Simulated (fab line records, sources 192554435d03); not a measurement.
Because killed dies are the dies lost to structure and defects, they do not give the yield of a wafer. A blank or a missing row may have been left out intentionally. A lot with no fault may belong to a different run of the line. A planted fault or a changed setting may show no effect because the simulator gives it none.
Split-lot study / flow n5-finfet / 21 wafers read from 7 lots, route of 1938 steps

== SPLIT DETAILS ==
At N5_WELL_APT_EXPOSE_05 (exposes mask NWELL, defocus 0 nm, target cd 200 nm), the setting dose-mj was moved away from the recipe's 20.3 on 6 of the 21 wafers read, by -5.3% to +2.0%. This setting was run at the recipe's value on the other wafers.

== FROM THE SPLIT TO THE READING: what the file shows between them, 3 steps ==
- N5_WELL_APT_PEB_06: peb time 90 s (also split here: peb-time-s)
- N5_WELL_APT_DEVELOP_07: develop time 45 s
- N5_WELL_APT_HARDBAKE_12: time 120 s

== THE READING ==
cd-nm (nm) at N5_WELL_APT_CD_MEAS_08, where the cd target is 200 nm. Typical for fault-free wafers on this fab line: 199.9 nm, with standard deviation 1.2 nm.

wafer=L079.1; tool, chamber at the split=krf-scanner-02, 0; dose-mj as run=20.3; against the recipe=recipe; cd-nm, nm=198.1; against lot-mates on the recipe=-
wafer=L079.3; tool, chamber at the split=krf-scanner-02, 0; dose-mj as run=20.3; against the recipe=recipe; cd-nm, nm=194.3; against lot-mates on the recipe=-
wafer=L079.6; tool, chamber at the split=krf-scanner-02, 0; dose-mj as run=20.3; against the recipe=recipe; cd-nm, nm=194.6; against lot-mates on the recipe=-
wafer=L080.1; tool, chamber at the split=krf-scanner-02, 0; dose-mj as run=20.3; against the recipe=recipe; cd-nm, nm=198.7; against lot-mates on the recipe=-
wafer=L080.3; tool, chamber at the split=krf-scanner-02, 0; dose-mj as run=20.3; against the recipe=recipe; cd-nm, nm=198.7; against lot-mates on the recipe=-
wafer=L080.5; tool, chamber at the split=krf-scanner-02, 0; dose-mj as run=20.3; against the recipe=recipe; cd-nm, nm=195.2; against lot-mates on the recipe=-
wafer=L090.2; tool, chamber at the split=krf-scanner-02, 0; dose-mj as run=20.3; against the recipe=recipe; cd-nm, nm=203.0; against lot-mates on the recipe=-
wafer=L090.3; tool, chamber at the split=krf-scanner-02, 0; dose-mj as run=19.9; against the recipe=-2.0%; cd-nm, nm=199.3; against lot-mates on the recipe=-2.6
wafer=L090.4; tool, chamber at the split=krf-scanner-02, 0; dose-mj as run=20.3; against the recipe=recipe; cd-nm, nm=200.8; against lot-mates on the recipe=-
wafer=L093.1; tool, chamber at the split=krf-scanner-02, 0; dose-mj as run=20.3; against the recipe=recipe; cd-nm, nm=198.1; against lot-mates on the recipe=-
wafer=L093.2; tool, chamber at the split=krf-scanner-02, 0; dose-mj as run=20.3; against the recipe=recipe; cd-nm, nm=199.7; against lot-mates on the recipe=-
wafer=L093.4; tool, chamber at the split=krf-scanner-02, 0; dose-mj as run=20.3; against the recipe=recipe; cd-nm, nm=199.0; against lot-mates on the recipe=-
wafer=L095.3; tool, chamber at the split=krf-scanner-02, 0; dose-mj as run=19.38; against the recipe=-4.5%; cd-nm, nm=192.4; against lot-mates on the recipe=-14.1
wafer=L095.5; tool, chamber at the split=krf-scanner-02, 0; dose-mj as run=20.3; against the recipe=recipe; cd-nm, nm=206.5; against lot-mates on the recipe=-
wafer=L095.6; tool, chamber at the split=krf-scanner-02, 0; dose-mj as run=19.38; against the recipe=-4.5%; cd-nm, nm=198.9; against lot-mates on the recipe=-7.6
wafer=L096.1; tool, chamber at the split=krf-scanner-02, 0; dose-mj as run=19.23; against the recipe=-5.3%; cd-nm, nm=180.9; against lot-mates on the recipe=-18.3
wafer=L096.3; tool, chamber at the split=krf-scanner-02, 0; dose-mj as run=20.3; against the recipe=recipe; cd-nm, nm=199.2; against lot-mates on the recipe=-
wafer=L096.5; tool, chamber at the split=krf-scanner-02, 0; dose-mj as run=19.23; against the recipe=-5.3%; cd-nm, nm=182.0; against lot-mates on the recipe=-17.2
wafer=L097.3; tool, chamber at the split=krf-scanner-02, 0; dose-mj as run=20.3; against the recipe=recipe; cd-nm, nm=198.8; against lot-mates on the recipe=-
wafer=L097.5; tool, chamber at the split=krf-scanner-02, 0; dose-mj as run=20.71; against the recipe=+2.0%; cd-nm, nm=201.4; against lot-mates on the recipe=-0.2
wafer=L097.6; tool, chamber at the split=krf-scanner-02, 0; dose-mj as run=20.3; against the recipe=recipe; cd-nm, nm=204.3; against lot-mates on the recipe=-

THE FIT
A straight line over all 21 wafers: cd-nm changes by +2.16 nm for each +1% of dose-mj; r = +0.73; the points scatter about the line by 4.4 nm.
The same after taking each lot's own level away (the mean of its wafers on the recipe; 21 wafers): +2.71 nm for each +1%; r = +0.92; scatter 2.5 nm.
According to that fit, moving dose-mj by its largest amount changes the reading by 14 nm.
Across the lots, their own levels run from 195.67 to 206.50 nm, a range of 9.0 times the standard deviation given above.
So the lot-to-lot level blurs the effect unless lot-mates are compared.
Check: with one of the wafers moved furthest among these (-5.3%) left out of the fit, the line predicts -13.3 nm for it against its lot-mates. Against them it came out at -18.3 nm.

== THE OTHER SPLITS THESE WAFERS WENT THROUGH ==
Other splits were also applied to these wafers ahead of the reading. Each is held against what the fit with the lots' levels taken away leaves over:
other split on the same wafers=N5_ZERO_LAYER_PECVD_02 time-s; wafers away from the commonest value=6; r with cd-nm (lot level and that fit taken away)=-0.15
other split on the same wafers=N5_WELL_APT_PEB_06 peb-time-s; wafers away from the commonest value=10; r with cd-nm (lot level and that fit taken away)=+0.67

== THE WHOLE CHAIN: every reading that the file lists as answering this split, in the file's order ==
step=N5_WELL_APT_CD_MEAS_08; what it does=target cd 200 nm; reading=cd-nm; change (the file's fit)=+2.62 nm for each +1% of the setting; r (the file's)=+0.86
step=N5_WELL_APT_DESCUM_13; what it does=chemistry O2, time 7.9 s; reading=WELL_APT.cd-nm (the simulator's own value, which no gauge read); change (the file's fit)=+2.57 nm for each +1% of the setting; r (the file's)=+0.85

== FILE'S OWN FIT ==
cd-nm changes by +2.62 nm for each +1% of dose-mj, r = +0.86.
